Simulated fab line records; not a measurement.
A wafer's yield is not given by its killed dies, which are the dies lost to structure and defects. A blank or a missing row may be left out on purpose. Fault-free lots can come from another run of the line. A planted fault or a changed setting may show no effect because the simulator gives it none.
A struck lot beside a sound one | flow nandHarc | 15 out of 1159 route steps
Sound: the wafers L905.1, L905.4, L905.6. Struck: wafers L913.4, L913.6 (left out: L913.3, a lot-mate that was not struck); the cause follows at the end.
For every step that has rows: the tool of each side, followed by ch and its chambers, followed by its first start. Under that, the readings that differ: sound wafers | struck wafers | difference of the means | sigmas: that difference in standard deviations of wafers without a fault.
alike: readings whose means differ by less than 2 such deviations, and words and numbers that are the same on both sides. not compared: withheld readings, readings that some wafer has no value for, bounds like >300 that may hide the same value, and numbers for which the record gives no deviation and whose values overlap.
Wherever a step has rows on one side only, a row that says differs or no value, or a row with sigmas, the two part there. Non-overlapping numbers with no deviation appear without sigmas and do not part them. Lack of a reading on every wafer of one side parts them only where that side has two or more wafers.

first, 7 steps without rows for these wafers: NHARC_P_M0_COAT_33 (time 65 s); NHARC_P_M0_COAT_03 (resist thk 90 nm); NHARC_P_M0_SOFTBAKE_04 (time 55 s); NHARC_P_M0_EBR_05; NHARC_P_M0_EXPOSE_06 (exposes mask P M0, target cd 90 nm); NHARC_P_M0_PEB_07 (peb time 65 s); NHARC_P_M0_DEVELOP_08 (develop time 35 s).
NHARC_P_M0_CD_MEAS_09 targets a cd of 90 nm.
  sound on cdSem-01 ch 0, day 6 06:04; struck on cdSem-01 ch 0, day 8 03:49
reading   | sound          | struck    | difference | sigmas
cdNm (nm) | 90.3 89.7 89.7 | 89.2 88.3 | -1.2       | -2
NHARC_P_M0_OVL_MEAS_10: pitch 180 nm.
  sound on overlay-01 at day 6 06:10; struck on overlay-01 at day 8 03:54
  alike: overlayXNm, overlayYNm
NHARC_P_M0_INSPECT_11:
  sound on defectInspect-02 at day 6 06:11; struck on defectInspect-01 at day 8 03:56
  alike: rawDefectCount
NHARC_P_M0_DESCUM_14: chemistry O2, time 3 s.
  sound on rieDiel-02 ch 0,1, day 6 06:16; struck on rieDiel-02 ch 0,1, day 8 04:00
  alike: drypumpMotorCurrentA, oesProductAu, rfVppV, showerheadPlenumPTorr, throttleValvePct
  not compared: rfHoursCounterH
NHARC_P_M0_ETCH_34: etches the open film in N2/H2, target depth 40 nm, overetch 12 nm, time 43.94 s.
  sound on rieDiel-02 ch 0,3, day 6 06:21; struck on rieDiel-02 ch 3, day 8 04:05
reading             | sound             | struck      | difference | sigmas
oesProductAu (a.u.) | 1.014 1.001 1.002 | 0.980 0.996 | -0.018     | -2
  alike: drypumpMotorCurrentA, n2FlowSccm, rfVppV, runLengthS, showerheadPlenumPTorr, throttleValvePct
  not compared: rfHoursCounterH
NHARC_P_M0_ETCH_15: etches the open film in C4F8/Ar, target depth 150 nm, overetch 15 nm, time 82.5 s.
  sound on rieDiel-02 ch 0,3, day 6 06:26; struck on rieDiel-02 ch 0, day 8 04:11
reading        | sound             | struck    | difference | sigmas
runLengthS (s) | 103.3 105.0 104.8 | 58.9 58.8 | -45.5      | -76
  alike: oesProductAu, rfVppV
  not compared: rfHoursCounterH
NHARC_P_M0_CD_MEAS_16:
  sound on cdSem-02 at day 6 06:34; struck on cdSem-02 at day 8 04:19
  alike: cdNm
-- jump in the record: it breaks off in module P_M0 and resumes in module END (first step shown: number 1159 of the route), and 14 days separate the struck wafers' starts before and after --
NHARC_END_SORT_01:
  here the record holds rows for the struck wafers (prober-01 ch 0, day 21 17:14) but none for the sound ones

WHERE THEY PART
Last at NHARC_END_SORT_01 as far as this record goes, first at NHARC_P_M0_CD_MEAS_09.

WHY: the cause the simulator had injected
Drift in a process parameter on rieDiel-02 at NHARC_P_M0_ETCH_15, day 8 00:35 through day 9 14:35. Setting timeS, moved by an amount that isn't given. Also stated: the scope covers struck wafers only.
